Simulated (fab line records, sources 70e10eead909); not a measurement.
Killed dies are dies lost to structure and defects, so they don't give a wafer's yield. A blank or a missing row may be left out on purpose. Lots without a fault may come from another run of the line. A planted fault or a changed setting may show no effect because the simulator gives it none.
One fault seen from 2 desks | flow nand_harc | each desk has only its own numbers; what lay behind them comes last

THE DEFECT DESK
What the inspections along the route counted, lot by lot: means of the sampled wafers that have a number. A lot is out of limits, marked OUT, if its mean lies more than 4 standard deviations from the usual mean; the brackets give that distance.
Columns: A = raw_defect_count at NHARC_A_START_INSPECT_01, usual 3.7
lot  | first seen here | A
L744 | day 6 16:19     | 3.7
L746 | day 7 17:42     | 3.0
L750 | day 9 08:08     | 3.7
L752 | day 10 00:58    | 4.7
L753 | day 10 20:09    | 3.3
L758 | day 12 14:36    | 4.3
L757 | day 12 15:43    | 4.0
L760 | day 13 12:48    | 3.7
L762 | day 14 03:58    | 3.3
L764 | day 15 01:19    | 5.0
L765 | day 15 16:06    | 3.0
L766 | day 15 22:23    | 3.3
L767 | day 16 09:40    | 2.7
This desk's finding: nothing out of limits on any of the 13 lots.

THE METROLOGY DESK
What the gauges read, lot by lot, whatever tool the lot ran on: means of the sampled wafers that have a number. A lot is out of limits, marked OUT, if its mean lies more than 4 standard deviations from the usual mean; the brackets give that distance.
Columns: A = thk_nm at NHARC_A_ONON_D1_THK_MEAS_05, usual 1002 nm
lot  | first seen here | A
L744 | day 7 15:57     | 1005
L746 | day 8 20:31     | 1015
L750 | day 10 07:46    | 1008
L752 | day 11 00:25    | 1019
L753 | day 11 21:51    | 851 (-13) OUT
L757 | day 13 14:31    | 990
L758 | day 13 14:32    | 1002
L760 | day 14 17:43    | 980
L762 | day 15 02:38    | 1005
L764 | day 16 00:46    | 1012
L765 | day 16 15:23    | 1015
L766 | day 17 00:12    | 1010
L767 | day 17 09:29    | 1016
This desk's finding: out of limits on L753; first on L753, day 11 21:51 (thk_nm at NHARC_A_ONON_D1_THK_MEAS_05). In limits: L744, L746, L750, L752, L757, L758, L760, L762, L764, L765, L766, L767.

PUT TOGETHER
The metrology desk could have raised an alarm at day 11 21:51, on L753.
The defect desk saw nothing out of limits.
The defect desk has L753 on record, within its limits.
Of the lots named, all ran NHARC_A_ONON_D1_DEP_03 on pecvd_onon-03.

WHAT THE SIMULATOR HAD PUT IN
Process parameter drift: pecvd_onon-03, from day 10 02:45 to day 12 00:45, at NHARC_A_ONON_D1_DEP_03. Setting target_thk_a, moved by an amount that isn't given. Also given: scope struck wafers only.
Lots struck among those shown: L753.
Hours from the fault's start to each desk's first reading out of limits: the metrology desk, 43.
